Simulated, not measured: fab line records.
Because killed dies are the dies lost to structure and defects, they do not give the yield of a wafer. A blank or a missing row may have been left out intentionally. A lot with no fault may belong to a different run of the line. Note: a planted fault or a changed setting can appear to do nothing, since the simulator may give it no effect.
Lot-split experiment / flow n5_finfet / 7 lots, 39 wafers read, on a route of 1938 steps

## SPLIT DETAILS
At N5_BEOL_M3_TRENCH_ETCH_37 (etches SiOC in C4F6/O2, target depth 55.555 nm, time 29.2 s), the setting time_s was moved away from the recipe's 29.2 s on 15 of the 39 wafers read, by -34.1% to +43.0%. All remaining wafers had this setting at the recipe value.

## FROM THE SPLIT TO THE READING: what the file shows between them, 2 steps
- N5_BEOL_M3_ETCH_41: etches SiCN in CH3F/O2, target depth 29.9 nm, time 52.5 s
- N5_BEOL_M3_STRIP_97: strips in N2/H2, time 10 s

## THE READING
trench_depth_nm, in nm, at N5_BEOL_M3_OCD_MEAS_38. Typical for fault-free wafers on this fab line: 55.4 nm, with standard deviation 1.1 nm.

wafer=L074.3; tool, chamber at the split=rie_diel-05, 3; time_s as run, s=29.2; against the recipe=recipe; trench_depth_nm, nm=55.7; against lot-mates on the recipe=-
wafer=L074.4; tool, chamber at the split=rie_diel-05, 1; time_s as run, s=29.2; against the recipe=recipe; trench_depth_nm, nm=54.8; against lot-mates on the recipe=-
wafer=L074.5; tool, chamber at the split=rie_diel-05, 2; time_s as run, s=29.2; against the recipe=recipe; trench_depth_nm, nm=54.5; against lot-mates on the recipe=-
wafer=L077.1; tool, chamber at the split=rie_diel-06, 2; time_s as run, s=29.2; against the recipe=recipe; trench_depth_nm, nm=56.7; against lot-mates on the recipe=-
wafer=L077.2; tool, chamber at the split=rie_diel-06, 1; time_s as run, s=19.24; against the recipe=-34.1%; trench_depth_nm, nm=36.4; against lot-mates on the recipe=-20.2
wafer=L077.3; tool, chamber at the split=rie_diel-06, 3; time_s as run, s=29.2; against the recipe=recipe; trench_depth_nm, nm=56.6; against lot-mates on the recipe=-
wafer=L077.4; tool, chamber at the split=rie_diel-06, 0; time_s as run, s=19.24; against the recipe=-34.1%; trench_depth_nm, nm=37.4; against lot-mates on the recipe=-19.2
wafer=L077.5; tool, chamber at the split=rie_diel-06, 0; time_s as run, s=29.2; against the recipe=recipe; trench_depth_nm, nm=56.6; against lot-mates on the recipe=-
wafer=L077.6; tool, chamber at the split=rie_diel-06, 3; time_s as run, s=19.24; against the recipe=-34.1%; trench_depth_nm, nm=36.8; against lot-mates on the recipe=-19.8
wafer=L078.1; tool, chamber at the split=rie_diel-05, 0; time_s as run, s=41.77; against the recipe=+43.0%; trench_depth_nm, nm=79.2; against lot-mates on the recipe=+23.3
wafer=L078.2; tool, chamber at the split=rie_diel-05, 3; time_s as run, s=29.2; against the recipe=recipe; trench_depth_nm, nm=55.5; against lot-mates on the recipe=-
wafer=L078.3; tool, chamber at the split=rie_diel-05, 1; time_s as run, s=41.77; against the recipe=+43.0%; trench_depth_nm, nm=77.8; against lot-mates on the recipe=+21.9
wafer=L078.4; tool, chamber at the split=rie_diel-05, 3; time_s as run, s=29.2; against the recipe=recipe; trench_depth_nm, nm=56.5; against lot-mates on the recipe=-
wafer=L078.5; tool, chamber at the split=rie_diel-05, 0; time_s as run, s=29.2; against the recipe=recipe; trench_depth_nm, nm=55.6; against lot-mates on the recipe=-
wafer=L078.6; tool, chamber at the split=rie_diel-05, 1; time_s as run, s=41.77; against the recipe=+43.0%; trench_depth_nm, nm=78.2; against lot-mates on the recipe=+22.3
wafer=L081.1; tool, chamber at the split=rie_diel-01, 1; time_s as run, s=34.01; against the recipe=+16.5%; trench_depth_nm, nm=64.7; against lot-mates on the recipe=+9.8
wafer=L081.2; tool, chamber at the split=rie_diel-01, 2; time_s as run, s=29.2; against the recipe=recipe; trench_depth_nm, nm=54.4; against lot-mates on the recipe=-
wafer=L081.3; tool, chamber at the split=rie_diel-01, 3; time_s as run, s=34.01; against the recipe=+16.5%; trench_depth_nm, nm=64.7; against lot-mates on the recipe=+9.8
wafer=L081.4; tool, chamber at the split=rie_diel-01, 0; time_s as run, s=29.2; against the recipe=recipe; trench_depth_nm, nm=55.0; against lot-mates on the recipe=-
wafer=L081.5; tool, chamber at the split=rie_diel-01, 3; time_s as run, s=34.01; against the recipe=+16.5%; trench_depth_nm, nm=63.9; against lot-mates on the recipe=+9.0
wafer=L081.6; tool, chamber at the split=rie_diel-01, 2; time_s as run, s=29.2; against the recipe=recipe; trench_depth_nm, nm=55.2; against lot-mates on the recipe=-
wafer=L088.1; tool, chamber at the split=rie_diel-06, 2; time_s as run, s=29.2; against the recipe=recipe; trench_depth_nm, nm=57.1; against lot-mates on the recipe=-
wafer=L088.2; tool, chamber at the split=rie_diel-06, 1; time_s as run, s=29.2; against the recipe=recipe; trench_depth_nm, nm=53.4; against lot-mates on the recipe=-
wafer=L088.3; tool, chamber at the split=rie_diel-06, 0; time_s as run, s=24.28; against the recipe=-16.8%; trench_depth_nm, nm=45.9; against lot-mates on the recipe=-8.8
wafer=L088.4; tool, chamber at the split=rie_diel-06, 3; time_s as run, s=24.28; against the recipe=-16.8%; trench_depth_nm, nm=46.4; against lot-mates on the recipe=-8.3
wafer=L088.5; tool, chamber at the split=rie_diel-06, 0; time_s as run, s=24.28; against the recipe=-16.8%; trench_depth_nm, nm=46.1; against lot-mates on the recipe=-8.6
wafer=L088.6; tool, chamber at the split=rie_diel-06, 1; time_s as run, s=29.2; against the recipe=recipe; trench_depth_nm, nm=53.5; against lot-mates on the recipe=-
wafer=L092.1; tool, chamber at the split=rie_diel-01, 1; time_s as run, s=29.2; against the recipe=recipe; trench_depth_nm, nm=58.2; against lot-mates on the recipe=-
wafer=L092.2; tool, chamber at the split=rie_diel-01, 2; time_s as run, s=29.2; against the recipe=recipe; trench_depth_nm, nm=54.8; against lot-mates on the recipe=-
wafer=L092.3; tool, chamber at the split=rie_diel-01, 0; time_s as run, s=29.2; against the recipe=recipe; trench_depth_nm, nm=55.4; against lot-mates on the recipe=-
wafer=L092.4; tool, chamber at the split=rie_diel-01, 1; time_s as run, s=29.2; against the recipe=recipe; trench_depth_nm, nm=58.2; against lot-mates on the recipe=-
wafer=L092.5; tool, chamber at the split=rie_diel-01, 2; time_s as run, s=29.2; against the recipe=recipe; trench_depth_nm, nm=55.2; against lot-mates on the recipe=-
wafer=L092.6; tool, chamber at the split=rie_diel-01, 0; time_s as run, s=29.2; against the recipe=recipe; trench_depth_nm, nm=55.0; against lot-mates on the recipe=-
wafer=L087.1; tool, chamber at the split=rie_diel-06, 2; time_s as run, s=29.2; against the recipe=recipe; trench_depth_nm, nm=56.2; against lot-mates on the recipe=-
wafer=L087.2; tool, chamber at the split=rie_diel-06, 3; time_s as run, s=35.76; against the recipe=+22.5%; trench_depth_nm, nm=67.8; against lot-mates on the recipe=+13.0
wafer=L087.3; tool, chamber at the split=rie_diel-06, 0; time_s as run, s=35.76; against the recipe=+22.5%; trench_depth_nm, nm=67.7; against lot-mates on the recipe=+12.9
wafer=L087.4; tool, chamber at the split=rie_diel-06, 1; time_s as run, s=29.2; against the recipe=recipe; trench_depth_nm, nm=53.4; against lot-mates on the recipe=-
wafer=L087.5; tool, chamber at the split=rie_diel-06, 0; time_s as run, s=35.76; against the recipe=+22.5%; trench_depth_nm, nm=66.8; against lot-mates on the recipe=+12.0
wafer=L087.6; tool, chamber at the split=rie_diel-06, 3; time_s as run, s=29.2; against the recipe=recipe; trench_depth_nm, nm=54.8; against lot-mates on the recipe=-

FIT RESULTS
A straight line over all 39 wafers: trench_depth_nm changes by +0.539 nm for each +1% of time_s; r = +0.99; the points scatter about the line by 1.1 nm.
The same after taking each lot's own level away (the mean of its wafers on the recipe; 39 wafers): +0.547 nm for each +1%; r = +0.99; scatter 1 nm.
Per that fit: largest time_s move, reading shift of 24 nm.
From 54.67 to 56.63 nm: that is the span of the lots' own levels, equal to 1.8 times the standard deviation above.
So the lot-to-lot level changes the slope little: the two slopes agree.
Check: +23.5 nm against its lot-mates is what the line predicts for one of the wafers moved furthest among these (+43.0%) when that wafer is left out of the fit. It came out at +23.3 nm against them.

## ADDITIONAL SPLITS CARRIED BY THESE WAFERS
Note: prior to the reading, these wafers also went through further splits. Each is held against what the fit with the lots' levels taken away leaves over:
other split on the same wafers=N5_MOL_CONTACT_COAG_PRECLEAN_111 time_s; wafers away from the commonest value=12; r with trench_depth_nm (lot level and that fit taken away)=-0.22
other split on the same wafers=N5_BEOL_M0_TRENCH_ETCH_107 target_depth_a; wafers away from the commonest value=12; r with trench_depth_nm (lot level and that fit taken away)=+0.23

## THE WHOLE CHAIN: every reading that the file lists as answering this split, in the file's order
step=N5_BEOL_M3_TRENCH_ETCH_37; what it does=etches SiOC in C4F6/O2, target depth 55.555 nm, time 29.2 s; reading=BEOL_M3.feature_depth_nm (the simulator's own value, which no gauge read); change (the file's fit)=+0.549 nm for each +1% of the setting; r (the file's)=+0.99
step=N5_BEOL_M3_TRENCH_ETCH_37; what it does=etches SiOC in C4F6/O2, target depth 55.555 nm, time 29.2 s; reading=etch.depth_nm (the simulator's own value, which no gauge read); change (the file's fit)=+0.55 nm for each +1% of the setting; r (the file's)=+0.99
step=N5_BEOL_M3_TRENCH_ETCH_37; what it does=etches SiOC in C4F6/O2, target depth 55.555 nm, time 29.2 s; reading=TiN_of_BEOL_M3_HM_DEP_02.thk_nm (the simulator's own value, which no gauge read); change (the file's fit)=-0.0238 nm for each +1% of the setting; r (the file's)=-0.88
step=N5_BEOL_M3_OCD_MEAS_38; what it does=; reading=trench_depth_nm; change (the file's fit)=+0.547 nm for each +1% of the setting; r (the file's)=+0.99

## FILE'S OWN FIT
trench_depth_nm changes by +0.547 nm for each +1% of time_s, r = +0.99.
